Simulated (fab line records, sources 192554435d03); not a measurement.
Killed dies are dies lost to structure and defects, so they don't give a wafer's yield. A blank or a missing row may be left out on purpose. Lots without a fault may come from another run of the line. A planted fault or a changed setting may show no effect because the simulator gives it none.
Problem report in the 8D (eight disciplines) form, filled by code | flow n5_finfet | the parts of the form that need people (team, actions taken, sign-off) are left out

1. THE PROBLEM
time_to_endpoint_s at N5_BEOL_M6_CMP_52 reads a mean of 84.6 s on 2 wafers of 2 lots; wafers without a fault read 62.0 s with a standard deviation of 2.1. That is +11 standard deviations from the usual mean.
The step: polishes, stops on SiCOH lowk, t overpolish 6.9 s, target thk 80 nm.
First seen on wafer L822.3, day 13 07:35, on cmp-04. The record holds 33 wafers of 11 lots with a number at this step. Rule for "out", or "out of limits": more than 4 standard deviations from the usual mean. The other wafers with a number count as sound.

2. WHAT IT IS AND WHAT IT IS NOT
question                    | is                 | is not
which readings at this step | time_to_endpoint_s | clearing_platen_rpm, motor_current_A, slurry_flow_ml_min
which lots                  | L822, L828         | L815, L816, L818, L819, L820, L823, L833, L835, L836
which wafers of those lots  | L822.3, L828.1     | L822.1, L822.5, L828.2, L828.5
read on which tools         | cmp-04             | cmp-01, cmp-03
when                        | from day 13 07:35  | up to then (20 sound wafers); but 11 sound wafers of L828, L833, L835, L836 came after

3. SUSPECTS, AND WHAT RULES EACH OUT
Counting: a tool at a process step up to the reading stays a suspect if it ran every lot that is out. Sound lots after the first of them don't rule it out here, since some wafers of a struck lot are sound.
- rie_diel-02 at N5_BEOL_M6_ETCH_41 (etches SiCN in CH3F/O2, target depth 29.7 nm, time 52 s): kept. It ran every lot that is out, first L822 (day 13 05:59); its last sound lot up to then is L819 (day 11 11:30). N5_BEOL_M6_ETCH_41 gives no start for some lots, so the hours and the order of its lots are those of N5_BEOL_M6_ALD_77.
- ecd_cu-02 at N5_BEOL_M6_ECD_50 (material Cu, target thk 300 nm): kept. It ran every lot that is out, first L822 (day 13 06:39); its last sound lot up to then is L823 (day 12 02:49).
- cmp-04 at N5_BEOL_M6_CMP_52 (polishes, stops on SiCOH lowk, t overpolish 6.9 s, target thk 80 nm): kept. It ran every lot that is out, first L822 (day 13 07:35); its last sound lot up to then is L815 (day 9 19:44). Its own readings are out on those wafers: time_to_endpoint_s.
Left after counting: rie_diel-02 at N5_BEOL_M6_ETCH_41, ecd_cu-02 at N5_BEOL_M6_ECD_50, cmp-04 at N5_BEOL_M6_CMP_52.

4. THE CAUSE (what the simulator had put in)
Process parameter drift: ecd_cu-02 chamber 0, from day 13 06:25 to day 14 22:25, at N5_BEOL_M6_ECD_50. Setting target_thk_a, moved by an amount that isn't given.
Counting left 3 suspects, and this tool is among them.

5. THE CHAIN OF EFFECTS, in route order
Each row: a reading whose mean over the struck wafers that have a number lies more than 3 standard deviations from the usual. Only readings for which the record gives a usual standard deviation are gone through. hours: the time from each lot's start at the first step in this table that gives one to its start at this step, as a median over the lots. sigmas: the change in usual standard deviations.
hours | step              | reading            | usual  | on struck wafers | change | sigmas
0     | N5_BEOL_M6_CMP_52 | time_to_endpoint_s | 62.0 s | 84.6             | +22.6  | +11
The process steps in it:
- N5_BEOL_M6_CMP_52: polishes, stops on SiCOH lowk, t overpolish 6.9 s, target thk 80 nm.
Later measuring or inspecting steps at which every struck wafer that the step has a row for has a number for every such reading, and none has moved that far: N5_BEOL_M6_INSPECT_58.

6. WHAT WOULD HAVE CAUGHT IT SOONER
In this record the first reading out of limits was taken at day 13 07:35, 1 hour after the fault began at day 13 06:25.
Of the lots that are out (2), L828 began N5_BEOL_M6_ECD_50 on ecd_cu-02 after day 13 07:35. A hold on the tool at that time would have spared it.
